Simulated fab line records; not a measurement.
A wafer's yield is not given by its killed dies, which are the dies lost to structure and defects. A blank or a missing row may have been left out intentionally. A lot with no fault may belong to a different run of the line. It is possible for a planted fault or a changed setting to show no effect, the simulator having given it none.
fab line records	flow n5_finfet
[record] lots = 7	wafers = 21
route steps=1938 shown BEOL_M7@1320 BEOL_M13@1710 BEOL_M14@1716 BEOL_M15@1824 MIM_BOT@1833 MIM_BOT_ETCH@1866 PASS1_CAP@1874
start_h: hours from the record's first day to the start of the lot's first wafer shown	wait_h: how many hours have passed since the lot's step before this one	" repeats the value in the row above	L1.1+2: a single row standing in for several wafers	- no value, or no start was given	* or withheld: withheld	< > ~ a bound
route shown NAME@n: NAME is a module with steps in the file, n the number in the route of the first one	usual: average and standard deviation across the fault-free wafers	same: alike in all rows	chamber/n: place in a boat	sites: the reading at each site	_std_site: standard deviation across them	_edge_site: mean of outer sites minus mean of inner sites	radius_mm: for every site, how far away it sits from the centre of the wafer	mask NAME#n: copy n	behind: the tool/chamber that last shaped the wafer	hold: reason for holding the lot/hours on hold/outcome of the hold	device: which transistor (n, p or np) failed to switch	end of line: tests run on the same wafers once the route is complete	a step without rows: its recipe alone	killed: the dies lost at the first sort to structure and to defects; this is not the yield of the wafer	map: a wafer's dies, marking killed ones x, the rest . and places with no die _
set.NAME: the run value of the setting; set.NAME@STEP: its run value at that earlier step	model.NAME: the simulator's own value behind a step, which no gauge read
lots run with intentionally changed settings; tables by step, rows by wafer
[[steps]]
[step N5_BEOL_M7_ALD_77]
[recipe] material = TaN	target_thk_a = 20	temp_c = 275	ald_precursor_family = PDMAT	ald_co_reactant = NH3	pressure_torr = 3	carrier_flow_sccm = 1500	pulse_time_s = 2	purge_time_s = 3	co_reactant_purge_time_s = 2	co_reactant_pulse_time_s = 3	ald_cycles = 40	precursor_vessel_temp_c = 75	precursor_vessel_pressure_torr = 26.25	precursor_vessel_carrier_sccm = 1000
lot.wafer	tool	chamber	start_h	wait_h	set.ald_cycles
L078.4+5	ald_metal-03	0,3	251.60	0.3	38
L078.6	"	2	"	"	40
L082.1+3	ald_metal-03	0,3	275.66	0.3	36
L082.4	"	1	"	"	40
L083.1	ald_metal-04	1	279.22	0.1	40
L083.4+5	"	3,2	"	"	44
L086.2+5+6	ald_metal-03	1,1,2	289.64	0.2	40
L091.4	ald_metal-03	3	329.75	0.1	40
L091.5+6	"	3,0	"	"	36
L095.2+3+6	ald_metal-04	0,2,1	347.13	0.0	40
L097.1+6	ald_metal-04	0,2	372.80	0.2	43
L097.2	"	3	"	"	40
[step N5_BEOL_M7_SURFACE_TREAT_79]
[recipe] gas = Ar	time_s = *	ion_energy_ev = *	ion_current_ma_cm2 = 0.5	pressure_mtorr = *	ar_flow_sccm = 30
[step N5_BEOL_M7_CVD_78]
[recipe] material = Co	target_thk_a = 20	temp_c = withheld	precursor = CCTBA/H2	pressure_torr = 30	time_s = 142.3
[step N5_BEOL_M7_ECD_50]
[recipe] material = Cu	target_thk_a = 3000
[step N5_BEOL_M7_ANNEAL_51]
[recipe] temp_c = 225	time_s = 90	ambient = N2
[step N5_BEOL_M7_CMP_52]
[recipe] stop_on = SiCOH_lowk	t_overpolish_s = 6.9	down_force_psi = 1	platen_rpm = 50	clearing_platen_down_force_psi = 1.5	clearing_platen_rpm = 50	post_cmp_clean = cu_alkaline	target_thk_nm = 80	clearing_platen_pad_velocity_m_s = 0.99484	pad_velocity_m_s = 0.99484
lot.wafer	tool	chamber	start_h	wait_h	set.time_s@BEOL_M7_TRENCH_ETCH_37	model.Cu_of_BEOL_M7_ECD_50.thk_nm
L078.4	cmp-03	3	253.69	0.1	31.2	81
L078.5	"	3	"	"	31.2	80.2
L078.6	"	0	"	"	31.2	78.4
L082.1	cmp-01	0	276.67	0.3	31.2	82.8
L082.3	"	2	"	"	29.18	74.6
L082.4	"	3	"	"	31.2	77.6
L083.1	cmp-02	2	280.32	0.3	28.48	72.8
L083.4+5	"	3,2	"	"	31.2	82.6
L086.2	cmp-03	2	291.05	0.2	31.2	80.8
L086.5	"	1	"	"	31.2	80
L086.6	"	2	"	"	31.2	83.4
L091.4	cmp-02	3	332.55	0.2	28.01	70.6
L091.5	"	0	"	"	31.2	80.6
L091.6	"	1	"	"	28.01	71.6
L095.2	cmp-03	2	348.28	0.2	31.2	80.2
L095.3	"	1	"	"	31.2	79
L095.6	"	3	"	"	31.2	78.4
L097.2	cmp-02	3	374.22	0.2	31.2	79.8
L097.1	"	1	"	"	36.86	96.2
L097.6	"	0	"	"	31.2	80.8
[step N5_BEOL_M7_THK_MEAS_53]
[recipe] thk_meas_gauge = xrf	reads = Cu_of_BEOL_M7_ECD_50
[usual] M7_THK = 80.3/1.7
lot.wafer	tool	chamber	start_h	wait_h	set.time_s@BEOL_M7_TRENCH_ETCH_37	M7_THK[nm]
L078.4	film_metro-01	-	253.99	-	31.2	81.7
L078.5	"	-	"	"	31.2	81.1
L078.6	"	-	"	"	31.2	79.3
L082.1	film_metro-01	-	276.97	-	31.2	83.5
L082.3	"	-	"	"	29.18	75.7
L082.4	"	-	"	"	31.2	78.3
L083.1	film_metro-02	-	280.58	-	28.48	73.6
L083.4	"	-	"	"	31.2	83.1
L083.5	"	-	"	"	31.2	83.0
L086.2	film_metro-02	-	291.31	-	31.2	81.2
L086.5	"	-	"	"	31.2	80.2
L086.6	"	-	"	"	31.2	84.1
L091.4	film_metro-01	-	332.73	-	28.01	70.3
L091.5	"	-	"	"	31.2	80.7
L091.6	"	-	"	"	28.01	71.6
L095.2	film_metro-01	-	348.57	-	31.2	80.2
L095.3	"	-	"	"	31.2	78.9
L095.6	"	-	"	"	31.2	78.4
L097.1	film_metro-01	-	374.52	-	36.86	96.8
L097.2	"	-	"	"	31.2	80.3
L097.6	"	-	"	"	31.2	81.5
[step N5_BEOL_M7_PRE_CLEAN_55]
[recipe] gas = NH3	time_s = 15	temp_c = withheld	rf_power_w = 300
[step N5_BEOL_M7_DEP_56]
[recipe] material = SiCN	target_thk_a = 100	temp_c = withheld	precursor = 3MS/NH3	pressure_torr = 3	rf_w = 202	time_s = 17.5
[step N5_BEOL_M7_RS_MEAS_57]
[recipe] thk_meas_gauge = four-point-probe	reads = Cu_of_BEOL_M7_ECD_50+Co_of_BEOL_M7_CVD_78+TaN_of_BEOL_M7_ALD_77
[usual] M7_RS = 0.286/0.0068
lot.wafer	tool	chamber	start_h	wait_h	set.time_s@BEOL_M7_TRENCH_ETCH_37	M7_RS[ohm/sq]
L078.4	film_metro-01	-	254.12	0.0	31.2	0.282
L078.5	"	-	"	"	31.2	0.285
L078.6	"	-	"	"	31.2	0.292
L082.1	film_metro-02	-	277.10	0.1	31.2	0.274
L082.3	"	-	"	"	29.18	0.310
L082.4	"	-	"	"	31.2	0.296
L083.1	film_metro-02	-	280.71	0.1	28.48	0.320
L083.4	"	-	"	"	31.2	0.275
L083.5	"	-	"	"	31.2	0.275
L086.2	film_metro-01	-	291.44	0.1	31.2	0.282
L086.5	"	-	"	"	31.2	0.286
L086.6	"	-	"	"	31.2	0.272
L091.4	film_metro-02	-	332.86	0.0	28.01	0.332
L091.5	"	-	"	"	31.2	0.283
L091.6	"	-	"	"	28.01	0.325
L095.2	film_metro-02	-	348.70	0.1	31.2	0.284
L095.3	"	-	"	"	31.2	0.290
L095.6	"	-	"	"	31.2	0.292
L097.1	film_metro-02	-	374.65	0.1	36.86	0.231
L097.2	"	-	"	"	31.2	0.286
L097.6	"	-	"	"	31.2	0.282
[step N5_BEOL_M13_CMP_49]
[recipe] stop_on = SiOC	t_overpolish_s = 17.1	down_force_psi = 1	platen_rpm = 50	clearing_platen_down_force_psi = 1.5	clearing_platen_rpm = 50	post_cmp_clean = cu_alkaline	target_thk_nm = 420	clearing_platen_pad_velocity_m_s = 0.99484	pad_velocity_m_s = 0.99484
[usual] barrier_field_endpoint_s = 30.3/0.6
lot.wafer	tool	chamber	start_h	wait_h	set.down_force_psi	barrier_field_endpoint_s
L078.4	cmp-03	1	303.71	0.2	1	31.0
L078.6	"	0	"	"	1	31.1
L078.5	"	1	"	"	1	30.7
L082.1	cmp-04	0	330.07	0.3	1	30.5
L082.3	"	1	"	"	1.14	27.1
L082.4	"	2	"	"	1.14	27.0
L083.1	cmp-01	2	333.18	0.3	1	30.8
L083.4	"	0	"	"	1.189	26.4
L083.5	"	2	"	"	1	31.0
L086.2	cmp-04	0	335.77	0.3	1	30.5
L086.6	"	1	"	"	1	29.8
L086.5	"	2	"	"	1	30.7
L091.4	cmp-01	2	383.68	0.1	1	30.8
L091.6	"	2	"	"	1.144	26.5
L091.5	"	3	"	"	1	30.2
L095.2	cmp-03	0	399.05	0.2	0.7767	38.1
L095.3	"	3	"	"	0.7767	38.6
L095.6	"	0	"	"	1	29.8
L097.1	cmp-01	3	419.57	0.3	1	30.9
L097.2	"	1	"	"	0.8763	33.8
L097.6	"	0	"	"	1	30.0
[step N5_BEOL_M14_ILD_DEP_00]
[recipe] material = SiO2	target_thk_a = 11193	temp_c = 400	precursor = TEOS/O2	pressure_torr = 6.5	rf_w = 900	teos_flow_sccm = 161.4	gas = O2	flow_sccm = 2650	time_s = 237.4
lot.wafer	tool	chamber	start_h	wait_h	set.time_s	model.SiO2_of_BEOL_M14_ILD_DEP_00.thk_nm
L078.4	pecvd-01	2	304.24	0.1	263	1253
L078.5	"	1	"	"	237.4	1151
L078.6	"	0	"	"	237.4	1159
L082.1	pecvd-01	2	330.55	0.0	237.4	1084
L082.3	"	0	"	"	269.5	1249
L082.4	"	0	"	"	237.4	1115
L083.1	pecvd-01	0	333.63	0.0	237.4	1126
L083.4	"	2	"	"	237.4	1122
L083.5	"	1	"	"	237.4	1142
L086.2+5	pecvd-01	2,1	336.14	0.0	237.4	1123
L086.6	"	0	"	"	237.4	1112
L091.4	pecvd-01	2	384.25	0.1	237.4	1132
L091.5	"	0	"	"	210.6	1002
L091.6	"	2	"	"	237.4	1138
L095.2	pecvd-03	2	399.56	0.0	264	1221
L095.3	"	1	"	"	264	1227
L095.6	"	1	"	"	237.4	1111
L097.1	pecvd-01	0	420.06	0.0	237.4	1107
L097.2	"	1	"	"	249.7	1168
L097.6	"	1	"	"	237.4	1135
[step N5_BEOL_M14_THK_MEAS_01]
[recipe] reads = SiO2_of_BEOL_M14_ILD_DEP_00
[usual] M14_ILD_THK = 1121/15
lot.wafer	tool	chamber	start_h	wait_h	set.time_s@BEOL_M14_ILD_DEP_00	M14_ILD_THK[nm]
L078.4	film_metro-01	-	304.35	0.0	263	1253
L078.5	"	-	"	"	237.4	1152
L078.6	"	-	"	"	237.4	1160
L082.1	film_metro-02	-	330.74	0.1	237.4	1085
L082.3	"	-	"	"	269.5	1248
L082.4	"	-	"	"	237.4	1116
L083.1	film_metro-01	-	333.82	0.1	237.4	1126
L083.4	"	-	"	"	237.4	1120
L083.5	"	-	"	"	237.4	1141
L086.2	film_metro-01	-	336.33	0.1	237.4	1123
L086.5	"	-	"	"	237.4	1123
L086.6	"	-	"	"	237.4	1112
L091.4	film_metro-01	-	384.45	0.1	237.4	1131
L091.5	"	-	"	"	210.6	1001
L091.6	"	-	"	"	237.4	1138
L095.2	film_metro-01	-	399.75	0.1	264	1221
L095.3	"	-	"	"	264	1227
L095.6	"	-	"	"	237.4	1111
L097.1	film_metro-02	-	420.25	0.1	237.4	1107
L097.2	"	-	"	"	249.7	1168
L097.6	"	-	"	"	237.4	1136
[step N5_BEOL_M14_COAT_58]
[recipe] resist = BARC	temp_c = 205	time_s = 60	spin_rpm = 1500	resist_thk_nm = 89
[step N5_BEOL_M14_COAT_04]
[recipe] spin_rpm = 1704	resist_thk_nm = 800
[step N5_BEOL_M14_DESCUM_15]
[recipe] chemistry = O2	time_s = 7.9	source_power_w = 50	bias_power_w = 20	pressure_mtorr = 20	rf_frequency_hz = 2.712e+07	temp_c = 40	o2_flow_sccm = 225
[step N5_BEOL_M14_ETCH_59]
[recipe] chemistry = N2/H2	target = BARC	target_depth_a = 890	overetch_a = 267	time_s = 67.9	ion_energy_ev = 200	pressure_mtorr = 30	source_w = 840	bias_w = 150	n2_flow_sccm = 200	h2_flow_sccm = 200
[step N5_BEOL_M14_VIA_ETCH_16]
[recipe] chemistry = C4F8/O2/Ar	target = SiO2	he_inner_torr = 15	he_outer_torr = 30	target_depth_a = 12313	time_s = withheld	ion_energy_ev = 800	pressure_mtorr = 20	source_w = 1905	bias_w = 2040	Ar_flow_sccm = 400	C4F8_flow_sccm = 16	O2_flow_sccm = 12	ends = cleared
lot.wafer	tool	chamber	start_h	wait_h	set.time_s@BEOL_M14_ILD_DEP_00	model.etch.depth_nm	model.coat_of_BEOL_M14_COAT_04.thk_nm
L078.4	rie_diel-05	0	304.83	0.0	*	1253	422.4
L078.5	"	2	"	"	*	1151	443.4
L078.6	"	3	"	"	*	1159	442.2
L082.1	rie_diel-03	3	331.86	0.0	*	1084	459.8
L082.3	"	1	"	"	*	1249	427.4
L082.4	"	2	"	"	*	1115	457.8
L083.1	rie_diel-02	0	335.75	0.0	*	1126	450.8
L083.4	"	3	"	"	*	1122	455.4
L083.5	"	0	"	"	*	1142	449.2
L086.2	rie_diel-05	0	337.60	0.0	*	1123	453.2
L086.5	"	0	"	"	*	1123	456.6
L086.6	"	1	"	"	*	1112	454.4
L091.4	rie_diel-02	2	385.30	0.1	*	1132	449.2
L091.5	"	1	"	"	*	1002	477.4
L091.6	"	3	"	"	*	1138	450
L095.2	rie_diel-05	2	400.27	0.0	*	1221	424.2
L095.3	"	3	"	"	*	1227	424.2
L095.6	"	2	"	"	*	1111	452
L097.1	rie_diel-02	0	420.88	0.0	*	1107	454.6
L097.2	"	2	"	"	*	1168	442.6
L097.6	"	1	"	"	*	1135	447.4
[step N5_BEOL_M14_COAT_65]
[recipe] resist = SOC	temp_c = 250	time_s = 60	spin_rpm = 1500	resist_thk_nm = 450
lot.wafer	tool	chamber	start_h	wait_h	set.spin_rpm	model.SOC_of_BEOL_M14_COAT_65.thk_nm
L078.4	litho_track-05	0	305.22	0.0	1345	473.6
L078.5	"	0	"	"	1500	448.8
L078.6	"	0	"	"	1500	447.6
L082.1	litho_track-01	0	332.25	0.0	1500	448
L082.3	"	0	"	"	1500	448.6
L082.4	"	0	"	"	1500	449.2
L083.1	litho_track-01	0	336.13	0.0	1500	451
L083.4	"	0	"	"	1634	432.6
L083.5	"	0	"	"	1500	449.8
L086.2	litho_track-05	0	337.99	0.0	1500	448.6
L086.5	"	0	"	"	1500	449
L086.6	"	0	"	"	1500	448
L091.4	litho_track-02	0	385.61	0.0	1500	450.6
L091.5	"	0	"	"	1500	449.6
L091.6	"	0	"	"	1500	450.8
L095.2	litho_track-02	0	400.66	0.0	1500	452.2
L095.3	"	0	"	"	1500	451.2
L095.6	"	0	"	"	1500	451.8
L097.1	litho_track-02	0	421.26	0.0	1500	449.6
L097.2	"	0	"	"	1419	461.2
L097.6	"	0	"	"	1500	450.4
[step N5_BEOL_M15_CMP_49]
[recipe] stop_on = SiO2	t_overpolish_s = 4.9	down_force_psi = 2	platen_rpm = 80	clearing_platen_down_force_psi = 2	clearing_platen_rpm = 80	post_cmp_clean = cu_alkaline	target_thk_nm = 850	clearing_platen_pad_velocity_m_s = 1.5917	pad_velocity_m_s = 1.5917
[usual] barrier_field_endpoint_s = 11.37/0.22
lot.wafer	tool	chamber	start_h	wait_h	set.down_force_psi	barrier_field_endpoint_s
L078.4	cmp-02	2	314.52	0.1	2	11.09
L078.6	"	2	"	"	2	11.41
L078.5	"	3	"	"	2	11.24
L082.1	cmp-01	0	341.84	0.3	2	11.21
L082.4	"	1	"	"	2	11.35
L082.3	"	2	"	"	2	11.49
L083.4	cmp-02	0	345.69	0.1	2.245	10.16
L083.1	"	1	"	"	2	11.44
L083.5	"	0	"	"	2.245	9.96
L086.2	cmp-03	1	348.78	0.2	2	11.50
L086.5	"	1	"	"	2	11.25
L086.6	"	2	"	"	2	11.17
L091.4	cmp-03	1	401.87	0.2	1.835	11.79
L091.6	"	2	"	"	2	11.28
L091.5	"	3	"	"	2	11.36
L095.3	cmp-01	0	409.53	0.2	1.86	12.20
L095.2	"	1	"	"	2	10.90
L095.6	"	1	"	"	2	11.06
L097.2	cmp-01	3	429.62	0.2	2	11.54
L097.1	"	1	"	"	2.373	9.53
L097.6	"	0	"	"	2	11.58
[step N5_MIM_BOT_SPUTTER_00]
[recipe] material = TiN	target_thk_a = 350	temp_c = 200	power_w = 3000	chamber_pressure_pa = 0.49996	gas = Ar	reactive_partial_pa = 0.37997	time_s = 89.7
lot.wafer	tool	chamber	start_h	wait_h	set.time_s	model.TiN_of_MIM_BOT_SPUTTER_00.thk_nm
L078.4	pvd_sputter-03	-	316.71	0.0	89.7	34.6
L078.5	"	-	"	"	89.7	35
L078.6	"	-	"	"	89.7	35.2
L082.1+3	pvd_sputter-03	-	344.42	0.0	89.7	34.6
L082.4	"	-	"	"	77.21	29.8
L083.1	pvd_sputter-02	-	347.67	0.0	84.85	33
L083.4	"	-	"	"	84.85	33.4
L083.5	"	-	"	"	89.7	35
L086.2	pvd_sputter-01	-	351.40	0.0	89.7	34.8
L086.5	"	-	"	"	89.7	34.6
L086.6	"	-	"	"	89.7	34.4
L091.4	pvd_sputter-03	-	404.44	0.0	89.7	34.8
L091.5+6	"	-	"	"	89.7	34.6
L095.2	pvd_sputter-01	-	411.17	0.0	89.7	34.6
L095.3+6	"	-	"	"	89.7	35
L097.1	pvd_sputter-02	-	431.91	0.0	89.7	34.8
L097.2+6	"	-	"	"	89.7	34.6
[step N5_MIM_BOT_ETCH_ETCH_04]
[recipe] chemistry = CF4/O2	target = SiNx	target_depth_a = 260	time_s = 13	ion_energy_ev = 100	pressure_mtorr = 40	source_w = 535	bias_w = 49	Ar_flow_sccm = 100	cf4_flow_sccm = 100	O2_flow_sccm = 10
lot.wafer	tool	chamber	start_h	wait_h	set.time_s	model.etch.depth_nm
L078.4	rie_diel-05	2	319.01	0.0	15.45	31.74
L078.5	"	2	"	"	13	26.63
L078.6	"	3	"	"	15.45	30.9
L082.1	rie_diel-05	1	347.50	0.0	10.96	21.58
L082.3	"	2	"	"	13	26.01
L082.4	"	2	"	"	10.96	22.04
L083.1	rie_diel-02	2	349.96	0.0	13	25.68
L083.4	"	3	"	"	13	26.43
L083.5	"	1	"	"	13	25.67
L086.2	rie_diel-03	0	353.82	0.0	13	25.62
L086.5	"	1	"	"	13	25.23
L086.6	"	0	"	"	13	25.55
L091.4	rie_diel-03	3	408.70	0.0	10.8	21.71
L091.5	"	0	"	"	13	26.01
L091.6	"	2	"	"	10.8	21.63
L095.2	rie_diel-03	1	413.26	0.0	13	26.82
L095.3	"	3	"	"	13	26.22
L095.6	"	0	"	"	13	26.03
L097.1	rie_diel-05	3	435.37	0.0	13	26.62
L097.2	"	1	"	"	11.82	23.19
L097.6	"	2	"	"	13	26.1
[step N5_PASSIVATION_PECVD_01]
[recipe] material = SiNx	target_thk_a = 2000	temp_c = 400	precursor = SiH4/NH3/N2	pressure_torr = 4.9	rf_w = 1406	time_s = 43.2
lot.wafer	tool	chamber	start_h	wait_h	set.time_s	model.SiNx_of_PASSIVATION_PECVD_01.thk_nm
L078.4	pecvd-01	1	319.92	0.0	43.2	202
L078.5	"	0	"	"	43.2	201.2
L078.6	"	2	"	"	43.2	202.6
L082.1	pecvd-04	0	348.35	0.0	40.96	187.2
L082.3	"	1	"	"	40.96	186.6
L082.4	"	0	"	"	40.96	190.4
L083.1	pecvd-04	0	350.82	0.0	43.2	197.4
L083.4	"	2	"	"	43.2	201
L083.5	"	1	"	"	49.13	230
L086.2	pecvd-03	0	354.72	0.0	43.2	199.8
L086.5	"	0	"	"	43.2	204.2
L086.6	"	1	"	"	43.2	202.4
L091.4	pecvd-04	2	409.55	0.0	43.2	199.2
L091.5	"	1	"	"	43.2	199.8
L091.6	"	0	"	"	43.2	201.6
L095.2	pecvd-04	1	414.17	0.0	43.2	194.2
L095.3	"	2	"	"	47.86	220
L095.6	"	2	"	"	47.86	220.2
L097.1	pecvd-04	0	436.23	0.0	43.2	197.2
L097.2	"	1	"	"	43.2	197
L097.6	"	0	"	"	40.38	188.4
[[key]]
[split] step = N5_BEOL_M7_ALD_77	setting = ald_cycles	stated = 40	by = wafer
response none clear
[split] step = N5_BEOL_M13_CMP_49	setting = down_force_psi	stated = 1	by = wafer
[response] step = N5_BEOL_M13_CMP_49	reading = barrier_field_endpoint_s	change = -0.3	per = 1%	r = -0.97
[split] step = N5_BEOL_M14_ILD_DEP_00	setting = time_s	stated = 237.4	by = wafer
[response] step = N5_BEOL_M14_ILD_DEP_00	reading = model.SiO2_of_BEOL_M14_ILD_DEP_00.thk_nm	change = +10.5	per = 1%	r = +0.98
[response] step = N5_BEOL_M14_THK_MEAS_01	reading = M14_ILD_THK	change = +10.5	per = 1%	r = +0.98
[response] step = N5_BEOL_M14_VIA_ETCH_16	reading = model.etch.depth_nm	change = +10.5	per = 1%	r = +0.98
[response] step = N5_BEOL_M14_VIA_ETCH_16	reading = model.coat_of_BEOL_M14_COAT_04.thk_nm	change = -2.27	per = 1%	r = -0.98
[split] step = N5_BEOL_M14_COAT_65	setting = spin_rpm	stated = 1500	by = wafer
[response] step = N5_BEOL_M14_COAT_65	reading = model.SOC_of_BEOL_M14_COAT_65.thk_nm	change = -2.23	per = 1%	r = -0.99
[split] step = N5_BEOL_M15_CMP_49	setting = down_force_psi	stated = 2	by = wafer
[response] step = N5_BEOL_M15_CMP_49	reading = barrier_field_endpoint_s	change = -0.109	per = 1%	r = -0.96
[split] step = N5_MIM_BOT_SPUTTER_00	setting = time_s	stated = 89.7	by = wafer
[response] step = N5_MIM_BOT_SPUTTER_00	reading = model.TiN_of_MIM_BOT_SPUTTER_00.thk_nm	change = +0.343	per = 1%	r = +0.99
[split] step = N5_MIM_BOT_ETCH_ETCH_04	setting = time_s	stated = 13	by = wafer
[response] step = N5_MIM_BOT_ETCH_ETCH_04	reading = model.etch.depth_nm	change = +0.264	per = 1%	r = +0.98
[split] step = N5_PASSIVATION_PECVD_01	setting = time_s	stated = 43.2	by = wafer
[response] step = N5_PASSIVATION_PECVD_01	reading = model.SiNx_of_PASSIVATION_PECVD_01.thk_nm	change = +2.18	per = 1%	r = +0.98
split outside_this_file step=N5_BEOL_M7_TRENCH_ETCH_37 setting=time_s
// split outside_this_file: this setting was split too, and the file shows its column; the key of that split is in another file
